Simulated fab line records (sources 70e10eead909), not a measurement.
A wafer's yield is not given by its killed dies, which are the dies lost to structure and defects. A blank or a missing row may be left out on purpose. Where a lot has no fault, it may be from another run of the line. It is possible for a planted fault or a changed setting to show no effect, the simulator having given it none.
A struck lot beside a sound one ; flow nand harc ; 14 out of 1302 route steps
Sound: the wafers L710.3, L710.4, L710.5. The struck wafers were L720.4, L720.5, L720.6. The cause is named last.
Order at every step that has rows: each side's tool, ch and its chambers, its first start. Under that, the readings that differ: sound wafers ; struck wafers ; difference of the means ; sigmas: that difference in standard deviations of wafers without a fault.
alike: words and numbers the same on both sides, and readings whose means are apart by under 2 such deviations; not compared: readings that were withheld, readings missing a value for some wafer, numbers with overlapping values and no deviation given by the record, and bounds like >300 which may hide the same value.
A row with sigmas, a row that says differs or no value, or rows on one side alone: a step with any of these is where the two part. When numbers do not overlap yet have no deviation, they are printed without sigmas and do not part them. Lack of a reading on every wafer of one side parts them only where that side has two or more wafers.

NHARC_A_STAIRCASE_DESCUM_168: chemistry O2, time 3 s.
  sound on rie diel-05 ch 0,1,3, day 17 19:08; struck on rie diel-04 ch 1,2,3, day 21 13:11
  alike: drypump motor current A, mfc ar sccm, oes product au, rf vpp V, showerhead plenum p Torr, throttle valve pct
  not compared: rf hours counter h
NHARC_A_STAIRCASE_ETCH_169: etches the open film in CH3F/O2, target depth 50 nm, time 107.1 s.
  sound on rie diel-05 ch 0,2,3, day 17 19:14; struck on rie diel-04 ch 2,3, day 21 13:16
  alike: bias w, drypump motor current A, mfc ar sccm, oes product au, rf vpp V, showerhead plenum p Torr, throttle valve pct
  not compared: rf hours counter h
NHARC_A_STAIRCASE_ETCH_170: etches the open film in C4F6/O2, target depth 200 nm, time 66.667 s.
  sound on rie diel-05 ch 0,2; struck on rie diel-04 ch 1,2
  alike: bias w, c4f6 flow sccm, drypump motor current A, mfc ar sccm, oes product au, rf vpp V, showerhead plenum p Torr, throttle valve pct
  not compared: rf hours counter h
NHARC_A_STAIRCASE_STRIP_171: strips in O2.
  sound on plasma asher-01 ch 0,1, day 17 19:32; struck on plasma asher-01 ch 0,1, day 21 13:35
  alike: drypump motor current A, heater power w
  not compared: rf hours counter h
then, 8 steps without rows for these wafers: NHARC_A_STAIRCASE_STRIP_172 (strips in SPM, time 900 s); NHARC_A_STAIRCASE_PRECLEAN_173 (cleans in SC1); NHARC_A_STAIRCASE_SRD_174; NHARC_A_STAIRCASE_DEHYDRATE_01 (time 120 s); NHARC_A_STAIRCASE_HMDS_02 (time 30 s); NHARC_A_STAIRCASE_COAT_03; NHARC_A_STAIRCASE_SOFTBAKE_04 (time 170 s); NHARC_A_STAIRCASE_EBR_05.
NHARC_A_STAIRCASE_EXPOSE_06: exposes mask STAIR.
  sound on krf scanner-01 ch 0, day 17 20:35; struck on krf scanner-01, day 21 14:38
  no value came back on the struck wafers for exposure dose mJ cm2, focus offset nm (nm); on the sound wafers exposure dose mJ cm2 reads 25.414 25.415 25.419
  alike: mask
then, 1 step without rows for these wafers: NHARC_A_STAIRCASE_PEB_07 (peb time 130 s).

== WHERE THEY PART ==
NHARC_A_STAIRCASE_EXPOSE_06 only, going by this record.

WHY: the cause the simulator had injected
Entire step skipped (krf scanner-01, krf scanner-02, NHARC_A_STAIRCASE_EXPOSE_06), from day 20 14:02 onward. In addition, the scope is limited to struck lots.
